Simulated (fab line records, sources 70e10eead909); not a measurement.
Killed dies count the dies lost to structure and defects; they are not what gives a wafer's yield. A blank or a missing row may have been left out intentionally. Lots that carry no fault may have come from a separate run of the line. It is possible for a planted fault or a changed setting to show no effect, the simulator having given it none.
Matching of chambers    flow nandHarc    NHARC_P_CONTACT_CMP_24 on cmp-03: 4 sister chambers
The step polishes, t overpolish 30 s, target thk 200 nm. 4 wafers are shown with their chamber, then 12 later ones without.

== WAFERS WITH THEIR CHAMBER ==
wafer   chamber  motorCurrentA (A)
L084.2  1        11.5
L084.6  2        13.9
L087.5  0        11.4
L087.6  3        12.2

== WAFERS MISSING THEIR CHAMBER ==
wafer   motorCurrentA (A)
L088.3  11.9
L088.4  12.9
L088.5  11.3
L090.3  12.2
L090.4  14.0
L090.6  11.4
L093.4  15.7
L093.5  11.6
L093.6  12.7
L096.2  10.9
L096.5  11.5
L096.6  11.4

== CHAMBER TAKEN BY EACH ==
wafer   from the rows above                in truth
L088.3  can't be placed: 3 or 1 or 0       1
L088.4  can't be placed: 3 or 2 or 1 or 0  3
L088.5  can't be placed: 0 or 1 or 3       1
L090.3  can't be placed: 3 or 1 or 0       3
L090.4  2                                  2
L090.6  can't be placed: 0 or 1 or 3       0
L093.4  2                                  2
L093.5  can't be placed: 1 or 0 or 3       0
L093.6  can't be placed: 3 or 1 or 2 or 0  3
L096.2  can't be placed: 0 or 1 or 3       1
L096.5  can't be placed: 1 or 0 or 3       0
L096.6  can't be placed: 0 or 1 or 3       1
Correctly placed: 2 of 12. Unplaceable from these rows: 10, with the true chamber sitting among the candidates in 10. Placed wrongly: 0.
How it was worked out, from the rows above alone: a wafer's distance from a chamber is the root of the sum, over the readings, of the square of ((its reading less the chamber's mean) divided by the reading's scatter). If the next closest chamber is less than 2 further off than the closest, the wafer can't be placed; otherwise it belongs to the closest. The mean given for a chamber averages the wafers shown for that chamber. The scatter: root of mean squared gap, hidden wafer to nearest shown wafer, with one shown wafer a chamber.
